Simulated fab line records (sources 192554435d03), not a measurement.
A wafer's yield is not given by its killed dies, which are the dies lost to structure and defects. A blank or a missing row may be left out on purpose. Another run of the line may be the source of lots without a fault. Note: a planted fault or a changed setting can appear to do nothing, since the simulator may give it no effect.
2 desks looking at one fault    flow n5_finfet    every desk sees just its own numbers, and what lay behind them comes last

## THE TOOL OWNER'S DESK: euv_scanner-01
The tool's own readings at N5_BEOL_M6_EXPOSE_25 (exposes mask V5, target cd 40 nm): means of the sampled wafers that have a number, for each lot that ran on this tool. Any lot whose mean is over 4 standard deviations away from the usual mean is out of limits and marked OUT; that distance is given in the brackets.
Columns: A = exposure_dose_mJ_cm2 at N5_BEOL_M6_EXPOSE_25, usual 45.2; B = focus_offset_nm at N5_BEOL_M6_EXPOSE_25, usual 0.1 nm
lot   first seen here  A     B
L462  day 9 00:25      44.9  0.7
L461  day 9 00:37      44.9  0.6
L466  day 9 23:10      44.9  0.2
L472  day 11 05:29     44.9  0.0
L479  day 13 13:18     44.9  0.6
L482  day 13 15:14     44.9  -0.1
L483  day 14 13:41     44.9  -0.0
Finding of this desk: none of the 7 lots has anything out of limits.

## AT THE METROLOGY DESK
What the gauges read, lot by lot, whatever tool the lot ran on: means of the sampled wafers that have a number. Any lot whose mean is over 4 standard deviations away from the usual mean is out of limits and marked OUT; that distance is given in the brackets.
Columns: A = cd_nm at N5_BEOL_M6_CD_MEAS_28, usual 40.18 nm
lot   first seen here  A
L462  day 9 00:32      39.96
L461  day 9 00:45      39.73
L465  day 9 12:59      40.64
L466  day 9 23:17      40.06
L468  day 10 05:31     40.24
L467  day 10 08:22     40.60
L472  day 11 05:37     40.24
L478  day 13 06:26     40.20
L481  day 13 13:16     40.20
L479  day 13 13:26     39.99
L482  day 13 15:22     39.93
L483  day 14 13:49     40.17
Finding of this desk: none of the 12 lots has anything out of limits.

## BROUGHT TOGETHER
The tool owner's desk saw nothing out of limits.
Metrology desk: nothing out of limits seen.

## WHAT WAS PUT IN BY THE SIMULATOR
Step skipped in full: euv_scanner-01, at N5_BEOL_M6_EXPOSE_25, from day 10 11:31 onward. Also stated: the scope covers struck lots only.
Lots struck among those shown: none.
